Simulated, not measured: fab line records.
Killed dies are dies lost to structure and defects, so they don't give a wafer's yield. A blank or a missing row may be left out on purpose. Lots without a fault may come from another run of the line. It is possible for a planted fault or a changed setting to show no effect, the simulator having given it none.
Matching of chambers ; flow n5_finfet ; rie_diel-03 running N5_MOL_CONTACT_COAG_STRIP_98: 3 sister chambers
The step strips in N2/H2. 6 wafers are shown with their chamber, then 9 later ones without.

## EACH WAFER AND ITS CHAMBER
wafer;chamber;showerhead_plenum_p_Torr (Torr);throttle_valve_pct (%)
L078.4;1;3.33;18.87
L078.5;2;3.31;18.85
L078.6;0;3.48;19.00
L087.1;0;3.47;19.08
L087.2;2;3.29;18.90
L087.3;1;3.31;18.95

## WAFERS WHOSE CHAMBER IS MISSING
wafer;showerhead_plenum_p_Torr (Torr);throttle_valve_pct (%)
L087.4;3.31;18.94
L087.5;3.47;19.06
L087.6;3.29;18.93
L088.1;3.46;19.07
L088.3;3.29;18.91
L088.5;3.47;19.08
L093.3;3.46;19.09
L093.5;3.31;18.44
L093.6;3.46;19.11

## EACH ONE'S CHAMBER
wafer;from the rows above;in truth
L087.4;can't be placed: 1 or 2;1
L087.5;0;0
L087.6;can't be placed: 2 or 1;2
L088.1;0;0
L088.3;can't be placed: 2 or 1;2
L088.5;0;0
L093.3;0;0
L093.5;can't be placed: 2 or 1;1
L093.6;0;0
5 of 9 placed correctly. From these rows, 4 cannot be placed; in 4 the true chamber is one of the candidates. Wrongly placed: 0.
How it was worked out, from the rows above alone: a wafer's distance from a chamber is the root of the sum, over the readings, of the square of ((its reading less the chamber's mean) divided by the reading's scatter). The wafer belongs to the nearest chamber; if the next one is less than 2 further off, it can't be placed. A chamber's mean is the mean of its shown wafers. How the scatter is found: for the shown wafers, subtract from each reading the mean of its chamber, square and add these, divide the total by (wafers less chambers), then take the root.
